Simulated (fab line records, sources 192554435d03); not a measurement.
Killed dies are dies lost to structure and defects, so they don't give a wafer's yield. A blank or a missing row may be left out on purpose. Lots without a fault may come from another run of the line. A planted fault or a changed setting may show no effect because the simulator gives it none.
Chamber matching | flow n5_finfet | N5_GATE_CUT_ETCH_58 on rie_diel-02: 4 sister chambers
The step etches SiNx in CH3F/O2, target depth 17 nm, time 128.6 s. 8 wafers are shown with their chamber, then 8 later ones without.

WAFERS WITH THEIR CHAMBER
wafer  | chamber | throttle_valve_pct (%) | showerhead_plenum_p_Torr (Torr)
L077.2 | 2       | 16.34                  | 2.06
L080.5 | 1       | 16.02                  | 1.92
L082.1 | 3       | 16.37                  | 1.97
L082.3 | 1       | 16.01                  | 1.92
L084.1 | 3       | 16.36                  | 1.97
L084.3 | 0       | 16.91                  | 1.91
L084.6 | 2       | 16.36                  | 2.06
L086.1 | 0       | 16.90                  | 1.90

WAFERS WITHOUT THEIR CHAMBER
wafer  | throttle_valve_pct (%) | showerhead_plenum_p_Torr (Torr)
L086.4 | 16.38                  | 1.97
L086.5 | 16.38                  | 1.97
L089.3 | 16.39                  | 1.97
L089.4 | 16.05                  | 1.92
L089.6 | 16.37                  | 2.06
L096.1 | 16.95                  | 1.90
L096.2 | 16.40                  | 2.05
L096.3 | 16.43                  | 1.97

WHICH CHAMBER EACH WENT THROUGH
wafer  | from the rows above | in truth
L086.4 | 3                   | 3
L086.5 | 3                   | 3
L089.3 | 3                   | 3
L089.4 | 1                   | 1
L089.6 | 2                   | 2
L096.1 | 0                   | 0
L096.2 | 2                   | 2
L096.3 | 3                   | 3
Placed correctly: 8 of 8. Can't be placed from these rows: 0. Placed wrongly: 0.
How it was worked out, from the rows above alone: a wafer's distance from a chamber is the root of the sum, over the readings, of the square of ((its reading less the chamber's mean) divided by the reading's scatter). The wafer belongs to the nearest chamber; if the next one is less than 2 further off, it can't be placed. A chamber's mean is the mean of its shown wafers. The scatter: the root of (the sum of the squares of (reading less its chamber's mean) over the shown wafers, divided by (wafers less chambers)).
